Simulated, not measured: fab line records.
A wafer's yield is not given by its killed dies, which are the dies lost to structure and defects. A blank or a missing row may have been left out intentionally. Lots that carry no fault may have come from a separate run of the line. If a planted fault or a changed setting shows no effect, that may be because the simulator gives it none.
Matching of chambers | flow n5_finfet | rie_diel-03 running N5_GATE_CUT_ETCH_19: 3 sister chambers
The step etches SiNx in CH3F/O2, target depth 53.7 nm, time 76.7 s. 6 wafers are shown with their chamber, then 8 later ones without.

== EACH WAFER AND ITS CHAMBER ==
wafer  | chamber | showerhead_plenum_p_Torr (Torr) | drypump_motor_current_A (A)
L082.5 | 1       | 2.00                            | 5.98
L083.2 | 1       | 2.00                            | 5.99
L083.4 | 3       | 1.91                            | 5.70
L086.1 | 3       | 1.91                            | 5.70
L086.3 | 2       | 1.93                            | 6.08
L086.5 | 2       | 1.92                            | 6.06

== WAFERS WITHOUT THEIR CHAMBER ==
wafer  | showerhead_plenum_p_Torr (Torr) | drypump_motor_current_A (A)
L089.2 | 1.92                            | 6.06
L089.6 | 1.91                            | 5.70
L091.4 | 1.90                            | 5.71
L091.5 | 1.92                            | 6.11
L091.6 | 1.99                            | 5.95
L092.1 | 1.90                            | 5.71
L092.3 | 1.99                            | 5.95
L092.4 | 1.92                            | 6.05

== THE CHAMBER EACH PASSED THROUGH ==
wafer  | from the rows above | in truth
L089.2 | 2                   | 2
L089.6 | 3                   | 3
L091.4 | 3                   | 3
L091.5 | 2                   | 2
L091.6 | 1                   | 1
L092.1 | 3                   | 3
L092.3 | 1                   | 1
L092.4 | 2                   | 2
Correct placement for 8 of the 8. Left unplaced by these rows: 0. Wrongly placed: 0.
How it was worked out, from the rows above alone: a wafer's distance from a chamber is the root of the sum, over the readings, of the square of ((its reading less the chamber's mean) divided by the reading's scatter). If the next closest chamber is less than 2 further off than the closest, the wafer can't be placed; otherwise it belongs to the closest. A chamber's mean is the mean of its shown wafers. The scatter: the root of (the sum of the squares of (reading less its chamber's mean) over the shown wafers, divided by (wafers less chambers)).
